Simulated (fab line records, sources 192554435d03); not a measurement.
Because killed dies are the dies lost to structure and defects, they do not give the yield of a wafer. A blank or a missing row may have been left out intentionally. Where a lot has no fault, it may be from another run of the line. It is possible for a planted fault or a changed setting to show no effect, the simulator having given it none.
What tool caused it? | flow n5-finfet | 23 lots, 69 wafers sampled, at 5 steps of a route of 1938

## WHAT THE GAUGES SHOWED, per wafer
N5_FIN_CUT_OVL_MEAS_09. Usual: FIN_CUT_OVL gives -0.3 nm (standard deviation 0.61).
lot  | measured    | on         | FIN_CUT_OVL (nm) | flag
L074 | day 2 02:17 | overlay-02 | 0.2 0.4 0.1      |
L075 | day 2 07:56 | overlay-02 | -1.2 -0.5 -0.2   |
L076 | day 2 15:45 | overlay-02 | -0.3 0.4 -0.3    |
L077 | day 2 20:23 | overlay-01 | 0.2 0.6 0.5      |
L078 | day 3 03:44 | overlay-01 | -0.6 -0.6 -0.5   |
L079 | day 3 10:10 | overlay-01 | -1.2 -1.0 -0.9   |
L080 | day 3 16:03 | overlay-02 | -0.7 0.0 -0.7    |
L081 | day 3 21:19 | overlay-02 | -1.4 -1.0 0.3    |
L082 | day 4 04:47 | overlay-02 | 0.0 -0.1 -0.5    |
L083 | day 4 08:47 | overlay-01 | 0.0 -0.2 -0.5    |
L084 | day 4 14:54 | overlay-02 | -0.6 0.2 0.0     |
L085 | day 4 22:00 | overlay-02 | -0.4 -0.7 -0.5   |
L086 | day 5 03:31 | overlay-02 | -0.1 -0.6 -1.2   |
L087 | day 5 10:04 | overlay-02 | -0.5 0.3 -0.5    |
L088 | day 5 15:09 | overlay-02 | -0.8 -0.5 -0.2   |
L089 | day 5 21:40 | overlay-02 | -0.4 -0.7 -0.3   |
L090 | day 6 05:01 | overlay-01 | 0.4 -0.3 -0.1    |
L091 | day 6 10:56 | overlay-02 | -0.9 0.3 -1.1    |
L092 | day 6 15:49 | overlay-01 | 0.0 0.5 -0.3     |
L093 | day 6 22:07 | overlay-02 | 0.4 0.8 1.3      |
L094 | day 7 05:34 | overlay-01 | -0.6 -0.5 -0.9   |
L096 | day 7 16:20 | overlay-02 | -1.1 -1.7 -0.4   |
L097 | day 7 22:23 | overlay-02 | 0.1 0.2 0.1      |

N5_STI_FIN_REVEAL_THK_MEAS_05. Usual: thk-nm at 132.0 nm, with a standard deviation of 1.3.
lot  | measured    | on            | thk-nm (nm)       | flag
L074 | day 2 08:44 | film-metro-01 | 133.3 130.5 133.5 |
L075 | day 2 15:01 | film-metro-02 | 133.2 131.9 132.9 |
L076 | day 2 23:39 | film-metro-02 | 131.1 132.0 130.6 |
L077 | day 3 03:24 | film-metro-02 | 131.7 133.3 132.4 |
L078 | day 3 10:14 | film-metro-02 | 130.1 131.9 134.3 |
L079 | day 3 17:43 | film-metro-01 | 134.4 131.8 133.7 |
L080 | day 3 22:32 | film-metro-01 | 131.6 133.8 132.7 |
L081 | day 4 03:55 | film-metro-01 | 133.1 133.0 131.6 |
L082 | day 4 12:01 | film-metro-02 | 129.2 133.6 129.2 |
L083 | day 4 16:03 | film-metro-02 | 134.0 130.3 130.4 |
L084 | day 4 22:43 | film-metro-01 | 134.3 134.1 131.5 |
L085 | day 5 04:31 | film-metro-01 | 130.2 132.2 130.3 |
L086 | day 5 10:12 | film-metro-02 | 130.9 131.1 130.9 |
L087 | day 5 16:29 | film-metro-02 | 132.8 133.3 129.4 |
L088 | day 5 21:58 | film-metro-01 | 130.8 133.5 132.3 |
L089 | day 6 04:05 | film-metro-01 | 133.2 133.4 132.5 |
L090 | day 6 11:43 | film-metro-02 | 131.2 131.3 131.9 |
L091 | day 6 17:25 | film-metro-02 | 132.6 131.0 131.2 |
L092 | day 6 22:23 | film-metro-02 | 131.9 132.5 133.2 |
L093 | day 7 04:54 | film-metro-01 | 132.3 132.6 130.3 |
L094 | day 7 12:03 | film-metro-02 | 131.8 133.0 131.7 |
L096 | day 7 22:46 | film-metro-02 | 132.9 130.7 132.3 |
L097 | day 8 05:25 | film-metro-01 | 132.7 133.5 133.6 |

## WHICH TOOL RAN EACH LOT (tool, then ch and the chambers of the sampled wafers, then the start)
lot  | N5_FIN_SAQP_HM_DEP_72          | N5_FIN_SAQP_RECESS_63             | N5_FIN_SAQP_STRIP_77
L074 | pecvd-04 ch 0,1,2, day 1 21:12 | vapor-etch-02 ch 0,1, day 2 00:04 | rie-diel-01 ch 2,3, day 2 01:31
L075 | pecvd-01 ch 0,1, day 2 02:41   | vapor-etch-02 ch 0,1, day 2 05:44 | rie-diel-03 ch 0,2,3, day 2 07:01
L076 | pecvd-04 ch 1,2, day 2 09:40   | vapor-etch-01 ch 0,1, day 2 12:50 | rie-diel-03 ch 1,2,3, day 2 14:51
L077 | pecvd-04 ch 1,2, day 2 15:12   | vapor-etch-01 ch 0,1, day 2 17:55 | rie-diel-01 ch 2, day 2 19:34
L078 | pecvd-03 ch 0,1,2, day 2 21:55 | vapor-etch-01 ch 1, day 3 01:14   | rie-diel-03 ch 0,3, day 3 02:50
L079 | pecvd-04 ch 0,1,2, day 3 03:46 | vapor-etch-01 ch 0,1, day 3 07:32 | rie-diel-05 ch 1,2,3, day 3 09:22
L080 | pecvd-04 ch 0,2, day 3 09:31   | vapor-etch-02 ch 0,1, day 3 13:25 | rie-diel-01 ch 2,3, day 3 15:09
L081 | pecvd-01 ch 0,1,2, day 3 15:40 | vapor-etch-01 ch 0,1, day 3 18:40 | rie-diel-05 ch 1,2, day 3 20:25
L082 | pecvd-04 ch 0,2, day 3 23:42   | vapor-etch-01 ch 0,1, day 4 02:33 | rie-diel-01 ch 0,1,2, day 4 04:01
L083 | pecvd-04 ch 0,1,2, day 4 03:43 | vapor-etch-01 ch 0,1, day 4 06:27 | rie-diel-01 ch 0,2,3, day 4 08:01
L084 | pecvd-03 ch 0,1,2, day 4 09:42 | vapor-etch-02 ch 0,1, day 4 12:34 | rie-diel-01 ch 0,1,2, day 4 14:07
L085 | pecvd-03 ch 0,1,2, day 4 15:42 | vapor-etch-01 ch 0,1, day 4 18:59 | rie-diel-01 ch 1,2, day 4 21:13
L086 | pecvd-04 ch 0,1, day 4 21:35   | vapor-etch-01 ch 0,1, day 5 00:35 | rie-diel-01 ch 0,2,3, day 5 02:36
L087 | pecvd-03 ch 0,2, day 5 04:33   | vapor-etch-01 ch 0,1, day 5 07:52 | rie-diel-03 ch 0,1,2, day 5 09:16
L088 | pecvd-03 ch 0,1, day 5 10:04   | vapor-etch-01 ch 0,1, day 5 13:01 | rie-diel-01 ch 1,2,3, day 5 14:22
L089 | pecvd-03 ch 0,2, day 5 15:47   | vapor-etch-02 ch 0,1, day 5 19:11 | rie-diel-05 ch 0,2, day 5 20:53
L090 | pecvd-01 ch 0,1,2, day 5 22:35 | vapor-etch-01 ch 0,1, day 6 02:19 | rie-diel-05 ch 1,2, day 6 04:04
L091 | pecvd-01 ch 1,2, day 6 04:18   | vapor-etch-02 ch 0,1, day 6 08:31 | rie-diel-03 ch 0,2,3, day 6 10:01
L092 | pecvd-04 ch 1,2, day 6 10:30   | vapor-etch-01 ch 0,1, day 6 13:30 | rie-diel-03 ch 1,2, day 6 14:55
L093 | pecvd-04 ch 0,1, day 6 16:40   | vapor-etch-02 ch 0,1, day 6 19:55 | rie-diel-03 ch 1,2,3, day 6 21:13
L094 | pecvd-03 ch 0,1,2, day 6 23:22 | vapor-etch-02 ch 0,1, day 7 02:28 | rie-diel-03 ch 1,3, day 7 04:44
L096 | pecvd-01 ch 0,1, day 7 10:44   | vapor-etch-01 ch 0,1, day 7 14:01 | rie-diel-01 ch 2,3, day 7 15:26
L097 | pecvd-01 ch 0,1,2, day 7 15:44 | vapor-etch-01 ch 1, day 7 19:05   | rie-diel-01 ch 0,1,3, day 7 21:37
- N5_FIN_SAQP_HM_DEP_72: deposits SiO2 from SiH4/N2O, target thk 12 nm, time 7.2 s.
- N5_FIN_SAQP_RECESS_63: chemistry HF/NH3, target SiO2, target depth 18 nm, afs cycles 3, sublimation time 60 s.
- N5_FIN_SAQP_STRIP_77: strips in N2/H2, time 90 s.

## AS READ BY THE TOOLS THEMSELVES (means over the sampled wafers that have a number; for cases with no such wafer, the mark the record gives instead)
N5_FIN_SAQP_HM_DEP_72. Usual: heater-power-outer-w 446 W, standard deviation 94; heater-power-w 746 W, standard deviation 130; rf-fwd-power-W 272.7 W, standard deviation 1; showerhead-plenum-p-Torr 8.14 Torr, standard deviation 0.12; susceptor-temp-C 400.00 C, standard deviation 0.23.
lot  | tool     | heater-power-outer-w (W) | heater-power-w (W) | rf-fwd-power-W (W) | showerhead-plenum-p-Torr (Torr) | susceptor-temp-C (C) | flag
L074 | pecvd-04 | 347                      | 605                | 272.8              | 8.09                            | 399.94               |
L075 | pecvd-01 | 379                      | 658                | 273.2              | 8.17                            | 400.22               |
L076 | pecvd-04 | 355                      | 619                | 271.9              | 8.13                            | 400.08               |
L077 | pecvd-04 | 388                      | 682                | 270.7              | 8.15                            | 399.97               |
L078 | pecvd-03 | 546                      | 899                | 272.3              | 8.17                            | 399.94               |
L079 | pecvd-04 | 404                      | 686                | 271.3              | 8.08                            | 400.15               |
L080 | pecvd-04 | 452                      | 732                | 272.3              | 8.09                            | 399.91               |
L081 | pecvd-01 | 464                      | 759                | 273.3              | 8.18                            | 399.97               |
L082 | pecvd-04 | 464                      | 716                | 272.8              | 8.02                            | 400.12               |
L083 | pecvd-04 | 374                      | 633                | 272.7              | 8.08                            | 400.03               |
L084 | pecvd-03 | 520                      | 877                | 272.0              | 8.18                            | 400.00               |
L085 | pecvd-03 | 543                      | 906                | 271.9              | 8.18                            | 399.91               |
L086 | pecvd-04 | 328                      | 600                | 273.3              | 8.09                            | 400.22               |
L087 | pecvd-03 | 485                      | 815                | 272.0              | 8.10                            | 399.84               |
L088 | pecvd-03 | 584                      | 941                | 272.4              | 8.18                            | 399.79               |
L089 | pecvd-03 | 491                      | 836                | 272.0              | 8.08                            | 399.75               |
L090 | pecvd-01 | 445                      | 734                | 273.7              | 8.18                            | 399.91               |
L091 | pecvd-01 | 413                      | 659                | 273.9              | 8.25                            | 400.09               |
L092 | pecvd-04 | 404                      | 681                | 272.4              | 8.14                            | 400.01               |
L093 | pecvd-04 | 350                      | 613                | 272.8              | 8.09                            | 399.77               |
L094 | pecvd-03 | 541                      | 909                | 272.3              | 8.18                            | 399.95               |
L096 | pecvd-01 | 369                      | 657                | 273.8              | 8.08                            | 400.05               |
L097 | pecvd-01 | 440                      | 722                | 274.1              | 8.19                            | 399.88               |

N5_FIN_SAQP_RECESS_63. Usual: drypump-motor-current-A 5.6 A, standard deviation 0.53; foreline-p-Torr 0.1279 Torr, standard deviation 0.00034; temp-c 30.01 C, standard deviation 0.095.
lot  | tool          | drypump-motor-current-A (A) | foreline-p-Torr (Torr) | temp-c (C) | flag
L074 | vapor-etch-02 | 5.3                         | 0.1281                 | 30.03      |
L075 | vapor-etch-02 | 5.1                         | 0.1277                 | 29.99      |
L076 | vapor-etch-01 | 5.6                         | 0.1278                 | 30.02      |
L077 | vapor-etch-01 | 5.6                         | 0.1277                 | 30.00      |
L078 | vapor-etch-01 | 5.2                         | 0.1278                 | 29.93      |
L079 | vapor-etch-01 | 5.6                         | 0.1282                 | 30.09      |
L080 | vapor-etch-02 | 5.3                         | 0.1278                 | 30.08      |
L081 | vapor-etch-01 | 5.9                         | 0.1282                 | 30.03      |
L082 | vapor-etch-01 | 5.6                         | 0.1282                 | 30.02      |
L083 | vapor-etch-01 | 5.9                         | 0.1281                 | 29.89      |
L084 | vapor-etch-02 | 5.2                         | 0.1280                 | 29.99      |
L085 | vapor-etch-01 | 5.6                         | 0.1281                 | 30.05      |
L086 | vapor-etch-01 | 5.9                         | 0.1277                 | 30.06      |
L087 | vapor-etch-01 | 5.6                         | 0.1275                 | 30.09      |
L088 | vapor-etch-01 | 5.6                         | 0.1282                 | 30.03      |
L089 | vapor-etch-02 | 5.3                         | 0.1279                 | 29.99      |
L090 | vapor-etch-01 | 5.9                         | 0.1279                 | 29.93      |
L091 | vapor-etch-02 | 5.3                         | 0.1279                 | 29.94      |
L092 | vapor-etch-01 | 5.9                         | 0.1276                 | 30.01      |
L093 | vapor-etch-02 | 5.3                         | 0.1280                 | 29.97      |
L094 | vapor-etch-02 | 5.3                         | 0.1279                 | 29.95      |
L096 | vapor-etch-01 | 5.6                         | 0.1280                 | 30.08      |
L097 | vapor-etch-01 | 5.2                         | 0.1279                 | 29.99      |

N5_FIN_SAQP_STRIP_77. Usual: drypump-motor-current-A 5.6 A, standard deviation 0.37; oes-product-au 0.76 a.u., standard deviation 0.077; rf-vpp-V 45.2 V, standard deviation 0.9; showerhead-plenum-p-Torr 3.36 Torr, standard deviation 0.13; temp-c 40.00 C, standard deviation 0.12; throttle-valve-pct 12.3 %, standard deviation 0.38.
lot  | tool        | drypump-motor-current-A (A) | oes-product-au (a.u.) | rf-vpp-V (V) | showerhead-plenum-p-Torr (Torr) | temp-c (C) | throttle-valve-pct (%) | flag
L074 | rie-diel-01 | 5.8                         | 0.76                  | 46.2         | 3.27                            | 39.98      | 12.2                   |
L075 | rie-diel-03 | 5.6                         | 0.78                  | 45.0         | 3.32                            | 39.95      | 12.2                   |
L076 | rie-diel-03 | 5.5                         | 0.74                  | 45.4         | 3.31                            | 39.99      | 12.2                   |
L077 | rie-diel-01 | 5.9                         | 0.73                  | 44.7         | 3.19                            | 39.82      | 12.5                   |
L078 | rie-diel-03 | 5.5                         | 0.80                  | 45.5         | 3.35                            | 40.10      | 12.3                   |
L079 | rie-diel-05 | 5.9                         | 0.75                  | 44.9         | 3.30                            | 40.06      | 12.2                   |
L080 | rie-diel-01 | 5.8                         | 0.75                  | 45.9         | 3.26                            | 39.93      | 12.3                   |
L081 | rie-diel-05 | 5.7                         | 0.75                  | 45.3         | 3.30                            | 39.91      | 12.3                   |
L082 | rie-diel-01 | 5.6                         | 0.70                  | 45.8         | 3.38                            | 39.95      | 12.6                   |
L083 | rie-diel-01 | 5.8                         | 0.73                  | 45.5         | 3.35                            | 40.00      | 12.3                   |
L084 | rie-diel-01 | 5.6                         | 0.70                  | 45.8         | 3.38                            | 39.94      | 12.6                   |
L085 | rie-diel-01 | 5.3                         | 0.71                  | 45.9         | 3.40                            | 39.99      | 12.7                   |
L086 | rie-diel-01 | 5.8                         | 0.73                  | 45.2         | 3.35                            | 40.04      | 12.3                   |
L087 | rie-diel-03 | 5.5                         | 0.78                  | 44.8         | 3.34                            | 40.02      | 12.3                   |
L088 | rie-diel-01 | 5.5                         | 0.74                  | 44.5         | 3.36                            | 40.03      | 12.4                   |
L089 | rie-diel-05 | 5.0                         | 0.84                  | 45.3         | 3.41                            | 40.05      | 11.9                   |
L090 | rie-diel-05 | 5.7                         | 0.77                  | 44.9         | 3.28                            | 39.93      | 12.2                   |
L091 | rie-diel-03 | 5.7                         | 0.82                  | 45.5         | 3.44                            | 40.03      | 12.0                   |
L092 | rie-diel-03 | 5.7                         | 0.84                  | 45.8         | 3.44                            | 40.02      | 12.0                   |
L093 | rie-diel-03 | 5.5                         | 0.80                  | 45.0         | 3.43                            | 40.11      | 12.1                   |
L094 | rie-diel-03 | 5.3                         | 0.77                  | 44.2         | 3.42                            | 39.98      | 12.1                   |
L096 | rie-diel-01 | 5.8                         | 0.71                  | 44.6         | 3.24                            | 40.06      | 12.4                   |
L097 | rie-diel-01 | 5.5                         | 0.80                  | 45.5         | 3.44                            | 40.05      | 12.2                   |

## THE ANSWER, worked out from the rows above alone
Rule: lot off if the mean of its wafers having a number is beyond 3 standard deviations from the usual mean. A lot without any number at a reading at which 4 lots or more have one is off too. All remaining lots with rows at the step are treated as sound. Order of review: gauges by route order, followed by the tools' own readings, for which a lot's mean as printed above is used. The first step at which some lot is off is used, and at that step the reading that is off furthest; a lot without a number counts as furthest.
No lot is off at any reading shown: from this, nothing can be told.

## WHAT THE SIMULATOR PUT IN
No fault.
